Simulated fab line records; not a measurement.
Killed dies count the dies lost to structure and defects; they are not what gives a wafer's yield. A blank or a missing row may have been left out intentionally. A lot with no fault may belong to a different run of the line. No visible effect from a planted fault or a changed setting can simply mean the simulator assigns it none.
Which of the tools did it? :: flow nand-harc :: 72 wafers sampled from 24 lots at 1 step of a route of 1159

## WHAT THE GAUGES SHOWED, per wafer
NHARC_P_M2_CD_MEAS_16.
lot: L074
measured: day 6 05:32
on: cd-sem-02
cd-nm (nm): 169.7 170.9 170.2

lot: L075
measured: day 6 14:43
on: cd-sem-01
cd-nm (nm): 171.6 168.4 171.2

lot: L076
measured: day 6 14:52
on: cd-sem-03
cd-nm (nm): 171.0 171.4 171.2

lot: L077
measured: day 7 06:38
on: cd-sem-03
cd-nm (nm): 170.5 169.7 169.3

lot: L078
measured: day 7 07:15
on: cd-sem-02
cd-nm (nm): 170.2 170.7 169.5

lot: L079
measured: day 7 12:52
on: cd-sem-01
cd-nm (nm): 170.0 170.4 170.3

lot: L080
measured: day 7 20:31
on: cd-sem-01
cd-nm (nm): 171.3 169.7 172.5

lot: L082
measured: day 8 01:26
on: cd-sem-02
cd-nm (nm): 169.7 169.5 171.0

lot: L081
measured: day 8 09:04
on: cd-sem-01
cd-nm (nm): 169.7 170.6 171.2

lot: L083
measured: day 8 14:25
on: cd-sem-03
cd-nm (nm): 170.1 169.7 171.1

lot: L084
measured: day 8 20:06
on: cd-sem-02
cd-nm (nm): 170.3 170.8 170.5

lot: L085
measured: day 9 08:09
on: cd-sem-01
cd-nm (nm): 170.0 170.6 169.7

lot: L087
measured: day 9 09:19
on: cd-sem-01
cd-nm (nm): 169.4 170.4 171.0

lot: L086
measured: day 9 09:28
on: cd-sem-01
cd-nm (nm): 170.6 170.3 172.8

lot: L088
measured: day 9 23:15
on: cd-sem-01
cd-nm (nm): 172.2 171.8 171.2

lot: L089
measured: day 10 00:19
on: cd-sem-01
cd-nm (nm): 171.1 171.4 171.8

lot: L090
measured: day 10 09:08
on: cd-sem-03
cd-nm (nm): 170.0 170.5 170.8

lot: L091
measured: day 10 14:52
on: cd-sem-02
cd-nm (nm): 172.0 170.8 171.0

lot: L094
measured: day 10 22:37
on: cd-sem-02
cd-nm (nm): 170.5 171.6 170.4

lot: L093
measured: day 11 08:01
on: cd-sem-02
cd-nm (nm): 170.2 169.0 171.5

lot: L092
measured: day 11 08:46
on: cd-sem-02
cd-nm (nm): 170.3 169.6 170.4

lot: L095
measured: day 11 10:21
on: cd-sem-03
cd-nm (nm): 169.6 169.6 169.9

lot: L096
measured: day 11 16:14
on: cd-sem-03
cd-nm (nm): 170.3 171.1 171.0

lot: L097
measured: day 12 00:07
on: cd-sem-02
cd-nm (nm): 172.9 171.7 172.1

## WHAT TOOL EACH LOT RAN ON (gives the tool, then ch and the chambers of the sampled wafers, and finally the start)
Record: no process step prior to these readings.

## WHAT THE TOOLS THEMSELVES READ (means of the sampled wafers that have a number; where no wafer has one, the mark that the record gives instead)
The record holds no such reading with a usual standard deviation.

## THE ANSWER, worked out from the rows above alone
Rule: the lots themselves supply what counts as usual. The widest of any qualifying gaps counts: lots, ordered by their means at a reading, are off when they make up no more than a third of the lots, leave a main group of 4 or more, and stand apart from it by 3 or more times the standard deviation of that group's means. If all means in a main group match to the digits the tables above print for the reading, that group is not used. A lot without any number at a reading at which 4 lots or more have one is off too. Any other lot the step has rows for is counted as sound. Order of review: gauges by route order, followed by the tools' own readings, for which a lot's mean as printed above is used. At the first step where some lot is off, the reading lying furthest off is the one used; lots without a number count as furthest.
None of the lots is off at any reading shown; this tells nothing.

## WHAT WAS PUT IN BY THE SIMULATOR
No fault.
